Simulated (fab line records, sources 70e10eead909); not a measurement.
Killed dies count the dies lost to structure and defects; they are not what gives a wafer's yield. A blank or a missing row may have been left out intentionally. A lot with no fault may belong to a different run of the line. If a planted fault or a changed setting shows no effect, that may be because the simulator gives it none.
Which tool was responsible? || flow nand_harc || 14 lots with 42 wafers sampled at 4 steps, on a route of 1302 steps

WHAT THE GAUGES SHOWED, per wafer
Not one reading of a measure or inspect step in the record can be checked against a usual standard deviation.

WHAT TOOL EACH LOT RAN ON (gives the tool, then ch and the chambers of the sampled wafers, and finally the start)
{"lot": "L723", "NHARC_A_STAIRCASE_DEP_471": "pecvd-03 ch 0,2, day 19 10:50", "NHARC_A_STAIRCASE_CMP_472": "cmp-01 ch 1,2,3, day 19 11:08", "NHARC_A_SGD_CUT_PEB_07": "litho_track-06 ch 0, day 19 12:17", "NHARC_A_SGD_CUT_STRIP_17": "rie_diel-07 ch 0,1,2, no start"}
{"lot": "L724", "NHARC_A_STAIRCASE_DEP_471": "pecvd-01 ch 0,2, day 19 10:52", "NHARC_A_STAIRCASE_CMP_472": "cmp-02 ch 0,3, day 19 11:05", "NHARC_A_SGD_CUT_PEB_07": "litho_track-04 ch 0, day 19 12:08", "NHARC_A_SGD_CUT_STRIP_17": "rie_diel-08 ch 0,1,3, no start"}
{"lot": "L725", "NHARC_A_STAIRCASE_DEP_471": "pecvd-03 ch 0,1,2, day 20 05:35", "NHARC_A_STAIRCASE_CMP_472": "cmp-03 ch 0,2,3, day 20 05:51", "NHARC_A_SGD_CUT_PEB_07": "litho_track-06 ch 0, day 20 06:56", "NHARC_A_SGD_CUT_STRIP_17": "rie_diel-08 ch 1,2,3, no start"}
{"lot": "L726", "NHARC_A_STAIRCASE_DEP_471": "pecvd-03 ch 0,1,2, day 20 18:35", "NHARC_A_STAIRCASE_CMP_472": "cmp-01 ch 0,1,3, day 20 18:48", "NHARC_A_SGD_CUT_PEB_07": "litho_track-01 ch 0, day 20 19:51", "NHARC_A_SGD_CUT_STRIP_17": "rie_diel-03 ch 0,2,3, no start"}
{"lot": "L727", "NHARC_A_STAIRCASE_DEP_471": "pecvd-01 ch 0,1,2, day 21 11:52", "NHARC_A_STAIRCASE_CMP_472": "cmp-03 ch 1,2,3, day 21 12:08", "NHARC_A_SGD_CUT_PEB_07": "litho_track-01 ch 0, day 21 13:07", "NHARC_A_SGD_CUT_STRIP_17": "rie_diel-08 ch 1,2,3, no start"}
{"lot": "L728", "NHARC_A_STAIRCASE_DEP_471": "pecvd-03 ch 0,2, day 21 11:55", "NHARC_A_STAIRCASE_CMP_472": "cmp-02 ch 0,2,3, day 21 12:11", "NHARC_A_SGD_CUT_PEB_07": "litho_track-06 ch 0, day 21 13:16", "NHARC_A_SGD_CUT_STRIP_17": "rie_diel-03 ch 0,1,3, no start"}
{"lot": "L729", "NHARC_A_STAIRCASE_DEP_471": "pecvd-03 ch 0,2, day 21 23:46", "NHARC_A_STAIRCASE_CMP_472": "cmp-03 ch 0,2, day 22 00:04", "NHARC_A_SGD_CUT_PEB_07": "litho_track-06 ch 0, day 22 01:07", "NHARC_A_SGD_CUT_STRIP_17": "rie_diel-07 ch 0,1, no start"}
{"lot": "L730", "NHARC_A_STAIRCASE_DEP_471": "pecvd-04 ch 1,2, day 22 00:14", "NHARC_A_STAIRCASE_CMP_472": "cmp-01 ch 2,3, day 22 00:27", "NHARC_A_SGD_CUT_PEB_07": "litho_track-06 ch 0, day 22 01:31", "NHARC_A_SGD_CUT_STRIP_17": "rie_diel-03 ch 1,2, no start"}
{"lot": "L733", "NHARC_A_STAIRCASE_DEP_471": "pecvd-03 ch 0,2, day 23 03:58", "NHARC_A_STAIRCASE_CMP_472": "cmp-03 ch 0,1,3, day 23 04:16", "NHARC_A_SGD_CUT_PEB_07": "litho_track-01, day 23 05:17", "NHARC_A_SGD_CUT_STRIP_17": "rie_diel-07 ch 1,2, no start"}
{"lot": "L735", "NHARC_A_STAIRCASE_DEP_471": "pecvd-01 ch 0,1, day 24 12:16", "NHARC_A_STAIRCASE_CMP_472": "cmp-02 ch 0,1,3, day 24 12:31", "NHARC_A_SGD_CUT_PEB_07": "litho_track-04, day 24 13:34", "NHARC_A_SGD_CUT_STRIP_17": "rie_diel-03 ch 2,3, day 24 15:01"}
{"lot": "L741", "NHARC_A_STAIRCASE_DEP_471": "pecvd-03 ch 0,2, day 27 01:44", "NHARC_A_STAIRCASE_CMP_472": "cmp-01 ch 0,1, day 27 02:00", "NHARC_A_SGD_CUT_PEB_07": "litho_track-04 ch 0, day 27 03:02", "NHARC_A_SGD_CUT_STRIP_17": "rie_diel-03 ch 1,3, no start"}
{"lot": "L744", "NHARC_A_STAIRCASE_DEP_471": "pecvd-04 ch 0,1, day 28 06:27", "NHARC_A_STAIRCASE_CMP_472": "cmp-01 ch 0,1, day 28 06:42", "NHARC_A_SGD_CUT_PEB_07": "litho_track-04 ch 0, day 28 07:38", "NHARC_A_SGD_CUT_STRIP_17": "rie_diel-03 ch 1,3, no start"}
{"lot": "L743", "NHARC_A_STAIRCASE_DEP_471": "pecvd-01 ch 0,1, day 28 06:41", "NHARC_A_STAIRCASE_CMP_472": "cmp-02 ch 1,2,3, day 28 06:54", "NHARC_A_SGD_CUT_PEB_07": "litho_track-06 ch 0, day 28 07:57", "NHARC_A_SGD_CUT_STRIP_17": "rie_diel-08 ch 1,2, no start"}
{"lot": "L745", "NHARC_A_STAIRCASE_DEP_471": "pecvd-04 ch 0,1,2, day 28 15:34", "NHARC_A_STAIRCASE_CMP_472": "cmp-03 ch 1,2,3, day 28 15:52", "NHARC_A_SGD_CUT_PEB_07": "litho_track-01 ch 0, day 28 16:53", "NHARC_A_SGD_CUT_STRIP_17": "rie_diel-03 ch 0,2,3, no start"}
- NHARC_A_STAIRCASE_DEP_471: deposits SiO2, target thk 100 nm.
- NHARC_A_STAIRCASE_CMP_472: polishes SiO2.
- NHARC_A_SGD_CUT_PEB_07: peb time 65 s.
- NHARC_A_SGD_CUT_STRIP_17: strips in O2.

AS READ BY THE TOOLS THEMSELVES (means over the sampled wafers that have a number; for cases with no such wafer, the mark the record gives instead)
NHARC_A_STAIRCASE_DEP_471.
{"lot": "L723", "tool": "pecvd-03", "heater_power_outer_w (W)": 357, "heater_power_w (W)": 627, "showerhead_vpp_V (V)": 1790, "throttle_valve_pct (%)": 16.1}
{"lot": "L724", "tool": "pecvd-01", "heater_power_outer_w (W)": 359, "heater_power_w (W)": 668, "showerhead_vpp_V (V)": 1769, "throttle_valve_pct (%)": 15.7}
{"lot": "L725", "tool": "pecvd-03", "heater_power_outer_w (W)": 363, "heater_power_w (W)": 632, "showerhead_vpp_V (V)": 1831, "throttle_valve_pct (%)": 16.0}
{"lot": "L726", "tool": "pecvd-03", "heater_power_outer_w (W)": 366, "heater_power_w (W)": 629, "showerhead_vpp_V (V)": 1816, "throttle_valve_pct (%)": 16.0}
{"lot": "L727", "tool": "pecvd-01", "heater_power_outer_w (W)": 343, "heater_power_w (W)": 651, "showerhead_vpp_V (V)": 1791, "throttle_valve_pct (%)": 15.8}
{"lot": "L728", "tool": "pecvd-03", "heater_power_outer_w (W)": 350, "heater_power_w (W)": 624, "showerhead_vpp_V (V)": 1848, "throttle_valve_pct (%)": 16.2}
{"lot": "L729", "tool": "pecvd-03", "heater_power_outer_w (W)": 315, "heater_power_w (W)": 581, "showerhead_vpp_V (V)": 1784, "throttle_valve_pct (%)": 16.2}
{"lot": "L730", "tool": "pecvd-04", "heater_power_outer_w (W)": 339, "heater_power_w (W)": 613, "showerhead_vpp_V (V)": 1772, "throttle_valve_pct (%)": 15.8}
{"lot": "L733", "tool": "pecvd-03", "heater_power_outer_w (W)": 336, "heater_power_w (W)": 592, "showerhead_vpp_V (V)": 1798, "throttle_valve_pct (%)": 16.2}
{"lot": "L735", "tool": "pecvd-01", "heater_power_outer_w (W)": 275, "heater_power_w (W)": 543, "showerhead_vpp_V (V)": 1742, "throttle_valve_pct (%)": 15.8}
{"lot": "L741", "tool": "pecvd-03", "heater_power_outer_w (W)": 368, "heater_power_w (W)": 635, "showerhead_vpp_V (V)": 1799, "throttle_valve_pct (%)": 16.2}
{"lot": "L744", "tool": "pecvd-04", "heater_power_outer_w (W)": 327, "heater_power_w (W)": 601, "showerhead_vpp_V (V)": 1757, "throttle_valve_pct (%)": 15.4}
{"lot": "L743", "tool": "pecvd-01", "heater_power_outer_w (W)": 320, "heater_power_w (W)": 579, "showerhead_vpp_V (V)": 1804, "throttle_valve_pct (%)": 15.7}
{"lot": "L745", "tool": "pecvd-04", "heater_power_outer_w (W)": 288, "heater_power_w (W)": 552, "showerhead_vpp_V (V)": 1773, "throttle_valve_pct (%)": 15.7}

NHARC_A_STAIRCASE_CMP_472.
{"lot": "L723", "tool": "cmp-01", "motor_current_A (A)": 11.6, "pad_life_wafers": 206}
{"lot": "L724", "tool": "cmp-02", "motor_current_A (A)": 11.8, "pad_life_wafers": 30}
{"lot": "L725", "tool": "cmp-03", "motor_current_A (A)": 11.7, "pad_life_wafers": 7}
{"lot": "L726", "tool": "cmp-01", "motor_current_A (A)": 12.3, "pad_life_wafers": 332}
{"lot": "L727", "tool": "cmp-03", "motor_current_A (A)": 12.6, "pad_life_wafers": 141}
{"lot": "L728", "tool": "cmp-02", "motor_current_A (A)": 12.1, "pad_life_wafers": 241}
{"lot": "L729", "tool": "cmp-03", "motor_current_A (A)": 11.2, "pad_life_wafers": 212}
{"lot": "L730", "tool": "cmp-01", "motor_current_A (A)": 11.9, "pad_life_wafers": 90}
{"lot": "L733", "tool": "cmp-03", "motor_current_A (A)": 12.5, "pad_life_wafers": 344}
{"lot": "L735", "tool": "cmp-02", "motor_current_A (A)": 11.9, "pad_life_wafers": 127}
{"lot": "L741", "tool": "cmp-01", "motor_current_A (A)": 12.3, "pad_life_wafers": 188}
{"lot": "L744", "tool": "cmp-01", "motor_current_A (A)": 12.4, "pad_life_wafers": 294}
{"lot": "L743", "tool": "cmp-02", "motor_current_A (A)": 12.2, "pad_life_wafers": 110}
{"lot": "L745", "tool": "cmp-03", "motor_current_A (A)": 12.4, "pad_life_wafers": 38}

NHARC_A_SGD_CUT_PEB_07.
{"lot": "L723", "tool": "litho_track-06", "chill_plate_temp_C (C)": 23.01, "exhaust_pa (Pa)": 46.3}
{"lot": "L724", "tool": "litho_track-04", "chill_plate_temp_C (C)": 22.95, "exhaust_pa (Pa)": 43.9}
{"lot": "L725", "tool": "litho_track-06", "chill_plate_temp_C (C)": 23.12, "exhaust_pa (Pa)": 44.6}
{"lot": "L726", "tool": "litho_track-01", "chill_plate_temp_C (C)": 22.92, "exhaust_pa (Pa)": 44.7}
{"lot": "L727", "tool": "litho_track-01", "chill_plate_temp_C (C)": 22.93, "exhaust_pa (Pa)": 45.6}
{"lot": "L728", "tool": "litho_track-06", "chill_plate_temp_C (C)": 22.95, "exhaust_pa (Pa)": 44.1}
{"lot": "L729", "tool": "litho_track-06", "chill_plate_temp_C (C)": 22.95, "exhaust_pa (Pa)": 44.8}
{"lot": "L730", "tool": "litho_track-06", "chill_plate_temp_C (C)": 23.10, "exhaust_pa (Pa)": 45.4}
{"lot": "L733", "tool": "litho_track-01", "chill_plate_temp_C (C)": "-", "exhaust_pa (Pa)": "-"}
{"lot": "L735", "tool": "litho_track-04", "chill_plate_temp_C (C)": "-", "exhaust_pa (Pa)": "-"}
{"lot": "L741", "tool": "litho_track-04", "chill_plate_temp_C (C)": 23.08, "exhaust_pa (Pa)": 44.2}
{"lot": "L744", "tool": "litho_track-04", "chill_plate_temp_C (C)": 23.07, "exhaust_pa (Pa)": 44.1}
{"lot": "L743", "tool": "litho_track-06", "chill_plate_temp_C (C)": 22.89, "exhaust_pa (Pa)": 45.0}
{"lot": "L745", "tool": "litho_track-01", "chill_plate_temp_C (C)": 23.05, "exhaust_pa (Pa)": 44.7}

NHARC_A_SGD_CUT_STRIP_17.
{"lot": "L723", "tool": "rie_diel-07", "drypump_motor_current_A (A)": 5.4, "oes_product_au (a.u.)": 1.008, "rf_vpp_V (V)": 57.5, "showerhead_plenum_p_Torr (Torr)": 3.51, "throttle_valve_pct (%)": 17.040}
{"lot": "L724", "tool": "rie_diel-08", "drypump_motor_current_A (A)": 6.3, "oes_product_au (a.u.)": 1.001, "rf_vpp_V (V)": 57.4, "showerhead_plenum_p_Torr (Torr)": 3.47, "throttle_valve_pct (%)": 17.028}
{"lot": "L725", "tool": "rie_diel-08", "drypump_motor_current_A (A)": 6.0, "oes_product_au (a.u.)": 0.998, "rf_vpp_V (V)": 57.7, "showerhead_plenum_p_Torr (Torr)": 3.51, "throttle_valve_pct (%)": 17.039}
{"lot": "L726", "tool": "rie_diel-03", "drypump_motor_current_A (A)": 5.7, "oes_product_au (a.u.)": 1.004, "rf_vpp_V (V)": 57.0, "showerhead_plenum_p_Torr (Torr)": 3.41, "throttle_valve_pct (%)": 17.032}
{"lot": "L727", "tool": "rie_diel-08", "drypump_motor_current_A (A)": 6.0, "oes_product_au (a.u.)": 0.990, "rf_vpp_V (V)": 56.6, "showerhead_plenum_p_Torr (Torr)": 3.51, "throttle_valve_pct (%)": 17.028}
{"lot": "L728", "tool": "rie_diel-03", "drypump_motor_current_A (A)": 5.9, "oes_product_au (a.u.)": 1.006, "rf_vpp_V (V)": 58.2, "showerhead_plenum_p_Torr (Torr)": 3.50, "throttle_valve_pct (%)": 17.037}
{"lot": "L729", "tool": "rie_diel-07", "drypump_motor_current_A (A)": 5.7, "oes_product_au (a.u.)": 1.000, "rf_vpp_V (V)": 57.0, "showerhead_plenum_p_Torr (Torr)": 3.55, "throttle_valve_pct (%)": 17.039}
{"lot": "L730", "tool": "rie_diel-03", "drypump_motor_current_A (A)": 5.8, "oes_product_au (a.u.)": 1.001, "rf_vpp_V (V)": 57.5, "showerhead_plenum_p_Torr (Torr)": 3.65, "throttle_valve_pct (%)": 17.031}
{"lot": "L733", "tool": "rie_diel-07", "drypump_motor_current_A (A)": 5.3, "oes_product_au (a.u.)": 0.998, "rf_vpp_V (V)": 57.8, "showerhead_plenum_p_Torr (Torr)": 3.50, "throttle_valve_pct (%)": 17.040}
{"lot": "L735", "tool": "rie_diel-03", "drypump_motor_current_A (A)": 5.4, "oes_product_au (a.u.)": 1.000, "rf_vpp_V (V)": 58.0, "showerhead_plenum_p_Torr (Torr)": 3.43, "throttle_valve_pct (%)": 17.044}
{"lot": "L741", "tool": "rie_diel-03", "drypump_motor_current_A (A)": 5.9, "oes_product_au (a.u.)": 1.006, "rf_vpp_V (V)": 58.1, "showerhead_plenum_p_Torr (Torr)": 3.63, "throttle_valve_pct (%)": 17.030}
{"lot": "L744", "tool": "rie_diel-03", "drypump_motor_current_A (A)": 5.9, "oes_product_au (a.u.)": 1.006, "rf_vpp_V (V)": 58.8, "showerhead_plenum_p_Torr (Torr)": 3.63, "throttle_valve_pct (%)": 17.038}
{"lot": "L743", "tool": "rie_diel-08", "drypump_motor_current_A (A)": 6.0, "oes_product_au (a.u.)": 0.995, "rf_vpp_V (V)": 58.3, "showerhead_plenum_p_Torr (Torr)": 3.42, "throttle_valve_pct (%)": 17.044}
{"lot": "L745", "tool": "rie_diel-03", "drypump_motor_current_A (A)": 5.7, "oes_product_au (a.u.)": 1.008, "rf_vpp_V (V)": 58.8, "showerhead_plenum_p_Torr (Torr)": 3.40, "throttle_valve_pct (%)": 17.038}

THE ANSWER, worked out from the rows above alone
Rule: the usual values come from the lots themselves. Put in order of their means at a reading, lots are off if they are a third of the lots or fewer, leave a main group of 4 or more, and stand apart from it by a gap of 3 or more times the standard deviation of the main group's means; of several such gaps the widest counts. A main group is skipped when, at the precision printed for the reading in the tables above, its means are all equal. A lot without any number at a reading at which 4 lots or more have one is off too. Where the step has rows for the other lots, those lots are counted as sound. After the gauges, taken in route order, come the tools' own readings; for these a lot's mean is taken, as printed above. At the first step where some lot is off, the reading lying furthest off is the one used; lots without a number count as furthest.
Off: L733, L735, at NHARC_A_SGD_CUT_PEB_07 (chill_plate_temp_C). Without a number there: L733, L735. Main group: mean 23.00 C, sd 0.076.
If a tool, at that step or one of the process steps before it, ran each lot that is off and ran no sound lot following the first of them, it fits. Of those tried, none fits.

WHAT WAS PUT IN BY THE SIMULATOR
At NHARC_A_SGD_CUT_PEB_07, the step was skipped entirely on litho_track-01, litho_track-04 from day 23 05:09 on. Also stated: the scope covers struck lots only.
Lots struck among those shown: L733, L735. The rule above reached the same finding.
